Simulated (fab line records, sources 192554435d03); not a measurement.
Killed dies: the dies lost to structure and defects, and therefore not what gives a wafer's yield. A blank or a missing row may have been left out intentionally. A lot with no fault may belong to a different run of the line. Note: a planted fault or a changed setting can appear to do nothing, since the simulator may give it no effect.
fab line records ; flow n5Finfet
[record] lots = 5; wafers = 15; lastDay = 15
route steps=1938 shown BEOL_M2@879 BEOL_M4@1111 PASSIVATION@1936
lots untouched by any fault: they come from a run of this same line in which no faults occurred
startH: hours from the record's opening day to when the first of the lot's shown wafers began ; waitH: hours elapsed since this lot's preceding step ; " identical to the entry in the row above ; L1.1+2: a single row standing in for several wafers ; - either no value or no given start ; * or withheld: withheld ; < > ~ a bound
route shown NAME@n: a module of which the file shows steps, and the number in the route of the first ; usual: the fault-free wafers' mean and standard deviation ; same: alike in all rows ; chamber/n: place in a boat ; sites: per-site readings ; _std_site: the standard deviation of these ; _edge_site: mean of outer sites minus mean of inner sites ; radiusMm: how far each site lies from the wafer's centre ; mask NAME#n: copy n ; behind: the last tool/chamber to shape the wafer ; hold: why the lot went on hold/how many hours it stayed there/how the hold came to an end ; device: which transistor (n, p or np) failed to switch ; end of line: the tests these same wafers got at the end of their route ; a step with no rows: only its recipe ; killed: at the first sort, the dies lost to defects and structure; wafer yield is something else ; map: a wafer's dies, marking killed ones x, the rest . and places with no die _
set.NAME: the setting that was run; set.NAME@STEP: the one run at that earlier step ; model.NAME: the simulator's own value behind a step, which no gauge read
lots seen at some steps along the route; tables by step, rows by wafer
services: the hour from which a tool's chamber was out of use, counted from the record's first day as startH (under 0 if before that day), plus the number of hours and why
[[steps]]
[step N5_BEOL_M2_DESCUM_33]
[recipe] chemistry = O2; timeS = 7; sourcePowerW = 50; biasPowerW = 20; pressureMtorr = 20; rfFrequencyHz = 2.712e+07; tempC = 40; resist = CAR-EUV; o2FlowSccm = 225
[step N5_BEOL_M2_ETCH_77]
[recipe] chemistry = N2/H2; target = underlayer; targetDepthA = 65; maskMaterial = CAR-EUV; timeS = 5.2; ionEnergyEv = 200; pressureMtorr = 30; sourceW = 840; biasW = 150; n2FlowSccm = 200; h2FlowSccm = 200; ends = cleared
[step N5_BEOL_M2_ETCH_69]
[recipe] chemistry = CF4; target = SiARC; targetDepthA = 156; maskMaterial = CAR-EUV; timeS = 26; ionEnergyEv = 80; pressureMtorr = 40; sourceW = 545; biasW = 36; Ar_flow_sccm = 100; cf4FlowSccm = 100; ends = cleared
[step N5_BEOL_M2_ALD_98]
[recipe] material = SiO2; targetThkA = 25; tempC = 100; aldPrecursorFamily = BDEAS; aldCoReactant = O2-plasma; pulseTimeS = 1; coReactantPulseTimeS = 1; purgeTimeS = 2; coReactantPurgeTimeS = 2; aldCycles = 17; pressureTorr = 2
[step N5_BEOL_M2_ETCHBACK_99]
[recipe] chemistry = CHF3; target = SiO2; targetDepthA = 50; timeS = 10.4; sourceW = 215; biasW = 47; Ar_flow_sccm = 200; CHF3_flow_sccm = 12; ionEnergyEv = 100; pressureMtorr = 30
[step N5_BEOL_M2_ETCH_70]
[recipe] chemistry = N2/H2; target = SOC; targetDepthA = 800; overetchA = 240; maskMaterial = SiARC; tempC = 40; timeS = 130; ionEnergyEv = 200; pressureMtorr = 30; sourceW = 840; biasW = 150; n2FlowSccm = 200; h2FlowSccm = 200
[step N5_BEOL_M2_STRIP_71]
[recipe] chemistry = N2/H2; tempC = 40; n2FlowSccm = 200; h2FlowSccm = 200; rfFrequencyHz = 6e+07
[step N5_BEOL_M2_STRIP_78]
[recipe] chemistry = N2/H2; tempC = 40; n2FlowSccm = 200; h2FlowSccm = 200; rfFrequencyHz = 6e+07
[step N5_BEOL_M2_VIA_ETCH_34]
[recipe] chemistry = C4F6/O2; targetDepthA = 694; maskMaterial = SOC; pressureMtorr = 15; ionEnergyEv = 250; taperDeg = 4; timeS = 65.9; sourceW = 350; biasW = 170; Ar_flow_sccm = 300; C4F6_flow_sccm = 10; O2_flow_sccm = 10
[step N5_BEOL_M2_STRIP_83]
[recipe] chemistry = C4F6/O2; resist = SiARC; rfFrequencyHz = 6e+07
[step N5_BEOL_M2_STRIP_36]
[recipe] chemistry = N2/H2; powerW = 450; tempC = 40; pressureMtorr = 20; rfFrequencyHz = 6e+07; overashFraction = 0.3; biasPowerW = 7; h2Frac = 0.5; n2FlowSccm = 200; h2FlowSccm = 200
[step N5_BEOL_M2_TRENCH_ETCH_37]
[recipe] chemistry = C4F6/O2; targetDepthA = 555.55; target = SiOC; timeS = 29.2; ionEnergyEv = 250; pressureMtorr = 30; sourceW = 355; biasW = 185; Ar_flow_sccm = 300; C4F6_flow_sccm = 10; O2_flow_sccm = 10
[usual] C4F6_flow_sccm = 10.00/0.031; O2_flow_sccm = 9.996/0.027; chamberPressureMTorr = 30.000/0.024; drypumpMotorCurrentA = 5.7/0.44; oes_f_703_au = 0.81/0.081; oes_o_777_au = 0.81/0.085; oesProductAu = 0.82/0.082; rfVppV = 673/9.3; showerheadPlenumPTorr = 2.83/0.082; throttleValvePct = 20.79/0.29
lot.wafer;tool;chamber;startH;waitH;C4F6_flow_sccm;O2_flow_sccm;chamberPressureMTorr;drypumpMotorCurrentA;oes_f_703_au;oes_o_777_au;oesProductAu;rfHoursCounterH;rfVppV;showerheadPlenumPTorr;throttleValvePct;model.TiN_of_BEOL_M2_HM_DEP_02.thkNm
L607.1;rieDiel-01;3;175.96;-;-;-;-;-;-;-;-;-;-;-;-;20.2
L607.4;rieDiel-01;1;175.96;-;-;-;-;-;-;-;-;-;-;-;-;20.2
L607.5;rieDiel-01;0;175.96;-;-;-;-;-;-;-;-;-;-;-;-;20
L609.3;rieDiel-03;2;186.90;-;-;-;-;-;-;-;-;-;-;-;-;20.4
L609.5;rieDiel-03;2;186.90;-;-;-;-;-;-;-;-;-;-;-;-;20.4
L609.6;rieDiel-03;3;186.90;-;-;-;-;-;-;-;-;-;-;-;-;20.2
L610.2;rieDiel-01;3;191.29;-;-;-;-;-;-;-;-;-;-;-;-;20.2
L610.4;rieDiel-01;1;191.29;-;-;-;-;-;-;-;-;-;-;-;-;20
L610.5;rieDiel-01;1;191.29;-;-;-;-;-;-;-;-;-;-;-;-;20.2
L617.1;rieDiel-01;3;231.35;-;10.08;9.960;29.986;5.2;0.80;0.80;0.82;70;681;2.77;20.94;17.6
L617.2;rieDiel-01;0;231.35;-;10.00;10.038;30.026;5.1;0.80;0.81;0.80;90;671;2.77;20.58;17.4
L617.5;rieDiel-01;3;231.35;-;9.97;9.954;29.989;5.2;0.80;0.81;0.83;-;681;2.77;20.95;17.2
L618.2;rieDiel-01;1;238.01;-;9.96;10.045;30.008;5.5;0.88;0.89;0.88;53;663;2.88;20.41;17.6
L618.4;rieDiel-01;3;238.01;-;10.00;10.000;30.001;5.2;0.80;0.82;0.83;72;680;2.77;20.94;17.6
L618.6;rieDiel-01;2;238.01;-;9.97;10.024;29.989;5.8;0.67;0.67;0.68;-;667;2.79;21.22;17.8
[step N5_BEOL_M2_ETCH_41]
[recipe] chemistry = CH3F/O2; target = SiCN; targetDepthA = 299; taperDeg = 2; timeS = 52.5; ionEnergyEv = 120; maskMaterial = TiN; pressureMtorr = 30; sourceW = 395; biasW = 75; Ar_flow_sccm = 150; CH3F_flow_sccm = 30; O2_flow_sccm = 20
[step N5_BEOL_M2_STRIP_97]
[recipe] chemistry = N2/H2; timeS = 10; powerW = 450; tempC = 40; pressureMtorr = 20; rfFrequencyHz = 6e+07; biasPowerW = 7; n2FlowSccm = 200; h2FlowSccm = 200
[step N5_BEOL_M2_OCD_MEAS_38]
[usual] trenchDepthNm = 56.3/1.1
lot.wafer;tool;chamber;startH;waitH;trenchDepthNm
L607.1;ocd-02;-;176.11;-;0.1
L607.4;ocd-02;-;176.11;-;0
L607.5;ocd-02;-;176.11;-;0
L609.3;ocd-01;-;187.06;-;0
L609.5;ocd-01;-;187.06;-;0.1
L609.6;ocd-01;-;187.06;-;0.8
L610.2;ocd-02;-;191.44;-;0.5
L610.4;ocd-02;-;191.44;-;0
L610.5;ocd-02;-;191.44;-;0
L617.1;ocd-02;-;231.50;-;56.9
L617.2;ocd-02;-;231.50;-;56.0
L617.5;ocd-02;-;231.50;-;56.2
L618.2;ocd-02;-;238.16;-;57.9
L618.4;ocd-02;-;238.16;-;56.7
L618.6;ocd-02;-;238.16;-;55.3
[step N5_BEOL_M2_HM_STRIP_39]
[recipe] chemistry = peroxideTinStrip; material = TiN; targetDepthA = 250; tempC = 50; timeS = 158
[step N5_BEOL_M2_SRD_40]
[recipe] timeS = 30; tempC = 23; rinseLiquid = diw; dry = ipaMarangoni
[step N5_BEOL_M2_PRECLEAN_42]
[recipe] chemistry = residueRemover; timeS = 60; tempC = 40
[step N5_BEOL_M2_SRD_43]
[recipe] timeS = 30; tempC = 23; rinseLiquid = diw; dry = ipaMarangoni
[step N5_BEOL_M2_DEGAS_44]
[recipe] ambient = vacuum; tempC = 250; timeS = 60
[step N5_BEOL_M2_PRE_CLEAN_45]
[recipe] gas = H2/He; timeS = 30; tempC = 250
[step N5_BEOL_M2_ALD_84]
[recipe] material = TaN; targetThkA = *; tempC = 275; aldPrecursorFamily = PDMAT; aldCoReactant = NH3; pressureTorr = 3; carrierFlowSccm = 1500; pulseTimeS = 2; purgeTimeS = 3; coReactantPurgeTimeS = 2; coReactantPulseTimeS = 3; aldCycles = 30; precursorVesselTempC = 75; precursorVesselPressureTorr = 26.25; precursorVesselCarrierSccm = 1000
[step N5_BEOL_M2_SURFACE_TREAT_85]
[recipe] gas = Ar; timeS = *; ionEnergyEv = *; ionCurrentMaCm2 = 0.5; pressureMtorr = *; arFlowSccm = 30
[step N5_BEOL_M2_CVD_47]
[recipe] material = Co; targetThkA = 30; tempC = withheld; precursor = CCTBA/H2; pressureTorr = 30; timeS = 223.8
[step N5_BEOL_M2_SPUTTER_48]
[recipe] material = Cu; targetThkA = 45; tempC = -20; chamberPressurePa = 0.07; powerW = withheld; timeS = 8.29
[step N5_BEOL_M2_ANNEAL_49]
[recipe] tempC = 400; timeS = 240; ambient = vacuum
[step N5_BEOL_M2_SPUTTER_79]
[recipe] material = Cu; targetThkA = 45; tempC = -20; chamberPressurePa = 0.07; powerW = withheld; timeS = 8.29
[step N5_BEOL_M2_ANNEAL_80]
[recipe] tempC = 400; timeS = 240; ambient = vacuum
[step N5_BEOL_M2_SPUTTER_81]
[recipe] material = Cu; targetThkA = 45; tempC = -20; chamberPressurePa = 0.07; powerW = withheld; timeS = 8.29
[step N5_BEOL_M2_ANNEAL_82]
[recipe] tempC = 400; timeS = 240; ambient = vacuum
[step N5_BEOL_M2_SPUTTER_86]
[recipe] material = Cu; targetThkA = 45; tempC = -20; chamberPressurePa = 0.07; powerW = withheld; timeS = 8.29
[step N5_BEOL_M2_ANNEAL_87]
[recipe] tempC = 400; timeS = 240; ambient = vacuum
[step N5_BEOL_M2_SPUTTER_88]
[recipe] material = Cu; targetThkA = 45; tempC = -20; chamberPressurePa = 0.07; powerW = withheld; timeS = 8.29
[step N5_BEOL_M2_ANNEAL_89]
[recipe] tempC = 400; timeS = 240; ambient = vacuum
[step N5_BEOL_M2_SPUTTER_90]
[recipe] material = Cu; targetThkA = 45; tempC = -20; chamberPressurePa = 0.07; powerW = withheld; timeS = 8.29
[step N5_BEOL_M2_ANNEAL_91]
[recipe] tempC = 400; timeS = 240; ambient = vacuum
[step N5_BEOL_M2_SPUTTER_92]
[recipe] material = Cu; targetThkA = 45; tempC = -20; chamberPressurePa = 0.07; powerW = withheld; timeS = 8.29
[step N5_BEOL_M2_ANNEAL_93]
[recipe] tempC = 400; timeS = 240; ambient = vacuum
[step N5_BEOL_M2_SPUTTER_94]
[recipe] material = Cu; targetThkA = 45; tempC = -20; chamberPressurePa = 0.07; powerW = withheld; timeS = 8.29
[step N5_BEOL_M2_ANNEAL_95]
[recipe] tempC = 400; timeS = 240; ambient = vacuum
[step N5_BEOL_M2_CMP_52]
[recipe] stopOn = SiOC; tOverpolishS = 6.8; downForcePsi = 1; platenRpm = 50; clearingPlatenDownForcePsi = 1.5; clearingPlatenRpm = 50; postCmpClean = cuAlkaline; targetThkNm = 40; clearingPlatenPadVelocityMS = 0.99484; padVelocityMS = 0.99484
[usual] motorCurrentA = 5.9/0.75; platenRpm = 50.00/0.032
lot.wafer;tool;chamber;startH;waitH;motorCurrentA;platenRpm;model.Cu_of_BEOL_M2_ECD_50.thkNm
L607.4;cmp-01;2;180.03;0.2;7.4;50.05;0
L607.1;cmp-01;3;180.03;0.2;4.6;49.97;1
L607.5;cmp-01;0;180.03;0.2;5.5;49.99;2
L609.3;cmp-02;3;191.71;0.2;6.0;50.04;1
L609.6;cmp-02;1;191.71;0.2;6.4;50.04;1.2
L609.5;cmp-02;2;191.71;0.2;5.8;50.00;0
L610.2;cmp-02;0;195.12;0.3;5.8;50.07;0.4
L610.4;cmp-02;1;195.12;0.3;6.9;49.98;1.6
L610.5;cmp-02;2;195.12;0.3;5.5;49.99;0
L617.1;cmp-01;0;235.28;0.3;5.7;50.02;41.2
L617.2;cmp-01;3;235.28;0.3;4.8;50.01;41.8
L617.5;cmp-01;1;235.28;0.3;6.3;50.01;41.2
L618.2;cmp-02;1;241.62;0.2;6.7;49.92;43.4
L618.4;cmp-02;2;241.62;0.2;5.3;50.03;40.2
L618.6;cmp-02;2;241.62;0.2;5.4;50.05;39.8
[step N5_BEOL_M4_RC_MEAS_101]
[usual] DIBL_N = 37.1/1.9; DIBL_P = 37.2/2.3; IOFF_N = 0.18/0.04; IOFF_P = 0.23/0.044; ION_N = 682/11; ION_P = 468/8.6; SS_N = 71.9/0.68; SS_P = 73.5/0.74; VT_N = 248/3.4; VT_P = -248/3.4
lot.wafer;tool;chamber;startH;waitH;DIBL_N[mV/V];DIBL_P[mV/V];IOFF_N[nA/um];IOFF_P[nA/um];ION_N[uA/um];ION_P[uA/um];SS_N[mV/dec];SS_P[mV/dec];VT_N[mV];VT_P[mV]
L617.1;prober-01;0;260.88;0.0;39.6;40.9;0.23;0.28;690;469;72.6;74.0;248;-246
L617.2;prober-01;0;260.88;0.0;36.0;36.7;0.16;0.22;664;466;71.7;73.6;249;-249
L617.5;prober-01;0;260.88;0.0;39.2;41.2;0.23;0.29;698;475;71.9;74.6;244;-245
L618.2;prober-02;0;265.80;0.2;36.7;37.1;0.16;0.21;698;477;71.9;73.5;249;-251
L618.4;prober-02;0;265.80;0.2;36.0;35.5;0.14;0.19;677;462;71.0;73.0;251;-252
L618.6;prober-02;0;265.80;0.2;37.8;38.8;0.18;0.23;687;474;72.7;73.9;247;-250
[step N5_PASSIVATION_PROBE_49]
[usual] defectLimitedYield = 91.5/1.4; killed_at_M0_to_M3 = 32/9.7; killed_at_M4_up = 14/5.3; killedAtContacts = 11/6; killedAtFrontEnd = 39/14; killedAtOther = 3.3/2.7; killedDies = 100/17; killedOnRim = 14/4; killedOpen = 66/13; killedShort = 32/7.4; sort_bin_5_function = 4.9/0.9; sort_bin_6_memory = 3.2/0.72; sortNPass = 1080/17; sortYieldPct = 91.5/1.4
[same] grossDies = 1180; killedAtBackSide = 0; sort_bin_4_leakage[%] = 0; sort_bin_8_speed[%] = 0
lot.wafer;tool;chamber;startH;waitH;defectLimitedYield[%];killed_at_M0_to_M3;killed_at_M4_up;killedAtContacts;killedAtFrontEnd;killedAtOther;killedDies;killedOnRim;killedOpen;killedShort;sort_bin_5_function[%];sort_bin_6_memory[%];sortNPass;sortYieldPct[%]
L607.1;prober-02;-;305.13;0.0;0;1128;19;10;17;6;1180;152;50;32;96.4;3.5;0;0
L607.4;prober-02;-;305.28;0.2;0;1123;14;13;20;10;1180;152;59;28;96.8;2.8;0;0
L607.5;prober-02;-;305.33;0.2;0;1130;22;7;21;0;1180;152;62;26;97.0;2.6;0;0
L609.3;prober-02;-;311.43;0.1;0;1100;17;11;51;1;1180;152;64;35;96.1;3.2;0;0
L609.5;prober-02;-;311.53;0.2;0;1096;11;12;61;0;1180;152;73;31;96.0;3.7;0;0
L609.6;prober-02;-;311.58;0.3;0;1096;10;18;49;7;1180;152;70;42;95.6;3.6;0;0
L610.2;prober-02;-;322.86;0.1;0;1125;16;11;28;0;1180;152;58;30;96.6;3.2;0;0
L610.4;prober-02;-;322.96;0.2;0;1130;8;16;24;2;1180;152;59;35;96.9;2.8;0;0
L610.5;prober-02;-;323.01;0.2;0;1098;24;26;32;0;1180;152;78;27;96.2;3.6;0;0
// killed by level:class
L607.1 BEOL_M2:areaEtch=1095 BEOL_M4:geometricParticle:open=10 MOL_CONTACT_COAG:geometricParticle:open=9 BEOL_M3:geometricParticle:short=6 BEOL_M0_SAQP:geometricParticle:short=5 BEOL_M1:geometricParticle:open=5 BEOL_M3:geometricParticle:open=5 STI_FIN_REVEAL:geometricParticle:open=4
L607.4 BEOL_M2:areaEtch=1092 MOL_CONTACT_COAG:geometricParticle:open=9 STI_FIN_REVEAL:geometricParticle:open=7 BEOL_M0:geometricParticle:open=6 BEOL_M3:geometricParticle:open=6 BEOL_M4:geometricParticle:open=6 BEOL_M1:geometricParticle:open=5 BEOL_M2:geometricParticle:short=5
L607.5 BEOL_M2:areaEtch=1091 BEOL_M1:geometricParticle:open=11 STI_FIN_REVEAL:geometricParticle:open=10 BEOL_M0_SAQP:geometricParticle:short=8 BEOL_M4:geometricParticle:open=7 MOL_CONTACT_COAG:geometricParticle:open=6 BEOL_M0:geometricParticle:open=6 BEOL_M2:geometricParticle:open=6
L609.3 BEOL_M2:areaEtch=1074 MOL_CONTACT_COAG:geometricParticle:open=8 STI_FIN_REVEAL:geometricParticle:open=7 FIN_SAQP:geometricParticle:short=6 FIN_SAQP:geometricParticle:open=6 DUMMY_GATE:geometricParticle:open=6 GATE_CUT:geometricParticle:short=6 BEOL_M0_SAQP:geometricParticle:short=6
L609.5 BEOL_M2:areaEtch=1075 FIN_SAQP:geometricParticle:open=19 FIN_SAQP:geometricParticle:short=13 STI_FIN_REVEAL:geometricParticle:open=13 MOL_CONTACT_COAG:geometricParticle:open=10 STARTING-WAFER:geometricParticle:open=4 DUMMY_GATE:geometricParticle:open=4 BEOL_M0_SAQP:geometricParticle:short=4
L609.6 BEOL_M2:areaEtch=1058 MOL_CONTACT_COAG:geometricParticle:open=14 BEOL_M0_SAQP:geometricParticle:short=11 FIN_SAQP:geometricParticle:short=8 STI_FIN_REVEAL:geometricParticle:open=8 FIN_SAQP:geometricParticle:open=7 BEOL_M3:geometricParticle:open=7 BEOL_M0_SAQP:geometricParticle:open=7
L610.2 BEOL_M2:areaEtch=1091 BEOL_M2:geometricParticle:open=9 BEOL_M3:geometricParticle:open=9 FIN_SAQP:geometricParticle:open=7 MOL_CONTACT_COAG:geometricParticle:open=7 FIN_SAQP:geometricParticle:short=6 BEOL_M4:geometricParticle:open=5 STI_FIN_REVEAL:geometricParticle:open=4
L610.4 BEOL_M2:areaEtch=1085 MOL_CONTACT_COAG:geometricParticle:open=12 BEOL_M0_SAQP:geometricParticle:short=10 BEOL_M2:geometricParticle:open=8 STI_FIN_REVEAL:geometricParticle:open=7 BEOL_M0_SAQP:geometricParticle:open=7 BEOL_M3:geometricParticle:open=6 BEOL_M1:geometricParticle:open=5
L610.5 BEOL_M2:areaEtch=1074 MOL_CONTACT_COAG:geometricParticle:open=16 BEOL_M4:geometricParticle:open=14 STI_FIN_REVEAL:geometricParticle:open=10 MOL_CONTACT_COAG:geometricParticle:short=10 BEOL_M3:geometricParticle:open=7 STARTING-WAFER:geometricParticle:open=7 BEOL_M2:geometricParticle:open=6
// map L607.1 (x killed, . not)
_________________xxxxxxxxxxxx________________
______________xxxxxxxxxxxxxxxxxx_____________
___________xxxxxxxxxxxxxxxxxxxxxxxx__________
__________xxxxxxxxxxxxxxxxxxxxxxxxxx_________
________xxxxxxxxxxxxxxxxxxxxxxxxxxxxxx_______
_______xxxxxxxxxxxxxxxxxxxxxxxxxxxxxxxx______
______xxxxxxxxxxxxxxxxxxxxxxxxxxxxxxxxxx_____
_____xxxxxxxxxxxxxxxxxxxxxxxxxxxxxxxxxxxx____
____xxxxxxxxxxxxxxxxxxxxxxxxxxxxxxxxxxxxxx___
___xxxxxxxxxxxxxxxxxxxxxxxxxxxxxxxxxxxxxxxx__
___xxxxxxxxxxxxxxxxxxxxxxxxxxxxxxxxxxxxxxxx__
__xxxxxxxxxxxxxxxxxxxxxxxxxxxxxxxxxxxxxxxxxx_
__xxxxxxxxxxxxxxxxxxxxxxxxxxxxxxxxxxxxxxxxxx_
_xxxxxxxxxxxxxxxxxxxxxxxxxxxxxxxxxxxxxxxxxxxx
_xxxxxxxxxxxxxxxxxxxxxxxxxxxxxxxxxxxxxxxxxxxx
_xxxxxxxxxxxxxxxxxxxxxxxxxxxxxxxxxxxxxxxxxxxx
_xxxxxxxxxxxxxxxxxxxxxxxxxxxxxxxxxxxxxxxxxxxx
_xxxxxxxxxxxxxxxxxxxxxxxxxxxxxxxxxxxxxxxxxxxx
_xxxxxxxxxxxxxxxxxxxxxxxxxxxxxxxxxxxxxxxxxxxx
_xxxxxxxxxxxxxxxxxxxxxxxxxxxxxxxxxxxxxxxxxxxx
_xxxxxxxxxxxxxxxxxxxxxxxxxxxxxxxxxxxxxxxxxxxx
__xxxxxxxxxxxxxxxxxxxxxxxxxxxxxxxxxxxxxxxxxx_
__xxxxxxxxxxxxxxxxxxxxxxxxxxxxxxxxxxxxxxxxxx_
___xxxxxxxxxxxxxxxxxxxxxxxxxxxxxxxxxxxxxxxx__
___xxxxxxxxxxxxxxxxxxxxxxxxxxxxxxxxxxxxxxxx__
____xxxxxxxxxxxxxxxxxxxxxxxxxxxxxxxxxxxxxx___
_____xxxxxxxxxxxxxxxxxxxxxxxxxxxxxxxxxxxx____
______xxxxxxxxxxxxxxxxxxxxxxxxxxxxxxxxxx_____
_______xxxxxxxxxxxxxxxxxxxxxxxxxxxxxxxx______
________xxxxxxxxxxxxxxxxxxxxxxxxxxxxxx_______
__________xxxxxxxxxxxxxxxxxxxxxxxxxx_________
___________xxxxxxxxxxxxxxxxxxxxxxxx__________
______________xxxxxxxxxxxxxxxxxx_____________
_________________xxxxxxxxxxxx________________
// map L609.3 (x killed, . not)
_________________xxxxxxxxxxxx________________
______________xxxxxxxxxxxxxxxxxx_____________
___________xxxxxxxxxxxxxxxxxxxxxxxx__________
__________xxxxxxxxxxxxxxxxxxxxxxxxxx_________
________xxxxxxxxxxxxxxxxxxxxxxxxxxxxxx_______
_______xxxxxxxxxxxxxxxxxxxxxxxxxxxxxxxx______
______xxxxxxxxxxxxxxxxxxxxxxxxxxxxxxxxxx_____
_____xxxxxxxxxxxxxxxxxxxxxxxxxxxxxxxxxxxx____
____xxxxxxxxxxxxxxxxxxxxxxxxxxxxxxxxxxxxxx___
___xxxxxxxxxxxxxxxxxxxxxxxxxxxxxxxxxxxxxxxx__
___xxxxxxxxxxxxxxxxxxxxxxxxxxxxxxxxxxxxxxxx__
__xxxxxxxxxxxxxxxxxxxxxxxxxxxxxxxxxxxxxxxxxx_
__xxxxxxxxxxxxxxxxxxxxxxxxxxxxxxxxxxxxxxxxxx_
_xxxxxxxxxxxxxxxxxxxxxxxxxxxxxxxxxxxxxxxxxxxx
_xxxxxxxxxxxxxxxxxxxxxxxxxxxxxxxxxxxxxxxxxxxx
_xxxxxxxxxxxxxxxxxxxxxxxxxxxxxxxxxxxxxxxxxxxx
_xxxxxxxxxxxxxxxxxxxxxxxxxxxxxxxxxxxxxxxxxxxx
_xxxxxxxxxxxxxxxxxxxxxxxxxxxxxxxxxxxxxxxxxxxx
_xxxxxxxxxxxxxxxxxxxxxxxxxxxxxxxxxxxxxxxxxxxx
_xxxxxxxxxxxxxxxxxxxxxxxxxxxxxxxxxxxxxxxxxxxx
_xxxxxxxxxxxxxxxxxxxxxxxxxxxxxxxxxxxxxxxxxxxx
__xxxxxxxxxxxxxxxxxxxxxxxxxxxxxxxxxxxxxxxxxx_
__xxxxxxxxxxxxxxxxxxxxxxxxxxxxxxxxxxxxxxxxxx_
___xxxxxxxxxxxxxxxxxxxxxxxxxxxxxxxxxxxxxxxx__
___xxxxxxxxxxxxxxxxxxxxxxxxxxxxxxxxxxxxxxxx__
____xxxxxxxxxxxxxxxxxxxxxxxxxxxxxxxxxxxxxx___
_____xxxxxxxxxxxxxxxxxxxxxxxxxxxxxxxxxxxx____
______xxxxxxxxxxxxxxxxxxxxxxxxxxxxxxxxxx_____
_______xxxxxxxxxxxxxxxxxxxxxxxxxxxxxxxx______
________xxxxxxxxxxxxxxxxxxxxxxxxxxxxxx_______
__________xxxxxxxxxxxxxxxxxxxxxxxxxx_________
___________xxxxxxxxxxxxxxxxxxxxxxxx__________
______________xxxxxxxxxxxxxxxxxx_____________
_________________xxxxxxxxxxxx________________
[[services]]
tool;chamber;startH;hours;kind
rieDiel-03;0;168.28;7.7;repair
cmp-02;-;178.01;4.0;pm
rieDiel-01;-;178.16;0.7;repair
cmp-02;-;182.01;-;consumableReplace:conditioner
cmp-02;-;182.01;-;consumableReplace:pad
rieDiel-03;0;190.42;-;clean
rieDiel-03;0;190.42;-;consumableReplace:esc
rieDiel-03;0;190.42;-;consumableReplace:focusRing
rieDiel-03;0;190.42;-;consumableReplace:showerhead
rieDiel-03;0;190.42;35.4;scheduledDown
rieDiel-03;0;190.42;35.4;ventCycle
cmp-02;-;210.96;1.2;repair
cmp-01;-;211.87;4.0;pm
cmp-01;-;215.87;-;consumableReplace:conditioner
cmp-01;-;215.87;-;consumableReplace:pad
[[key]]
[firstSign] step = N5_BEOL_M2_TRENCH_ETCH_37; reading = toolRecord; direction = missing
[effect] step = N5_BEOL_M2_OCD_MEAS_38; reading = trenchDepthNm; direction = down; sigmas = 53; usual = 56.3; struck = 0.2
[effect] step = N5_PASSIVATION_PROBE_49; reading = killed_at_M0_to_M3; direction = up; sigmas = 99+; usual = 32; struck = 1114
[modelEffect] step = N5_BEOL_M2_TRENCH_ETCH_37; value = TiN_of_BEOL_M2_HM_DEP_02.thkNm; without = 17.78; struck = 20.2
[modelEffect] step = N5_BEOL_M2_CMP_52; value = Cu_of_BEOL_M2_ECD_50.thkNm; without = 42.11; struck = 0.8
[moreKillsBornAt] N5_BEOL_M2_TRENCH_ETCH_37@rieDiel-01 = 6528; N5_BEOL_M2_TRENCH_ETCH_37@rieDiel-03 = 3207
metAt N5_BEOL_M2_TRENCH_ETCH_37
struckWafers L607.1,L607.4,L607.5,L609.3,L609.5,L609.6,L610.2,L610.4,L610.5
laterRowsLeftOut L607.1,L607.4,L607.5,L609.3,L609.5,L609.6,L610.2,L610.4,L610.5
[fault] kind = skippedStepWhole; tool = rieDiel-01,rieDiel-03; chamber = -; onsetH = 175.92; steps = N5_BEOL_M2_TRENCH_ETCH_37; scope = struckLotsOnly
// laterRowsLeftOut: the simulator's readings of these wafers behind a module that went badly wrong aren't trusted and aren't shown, but for the sort
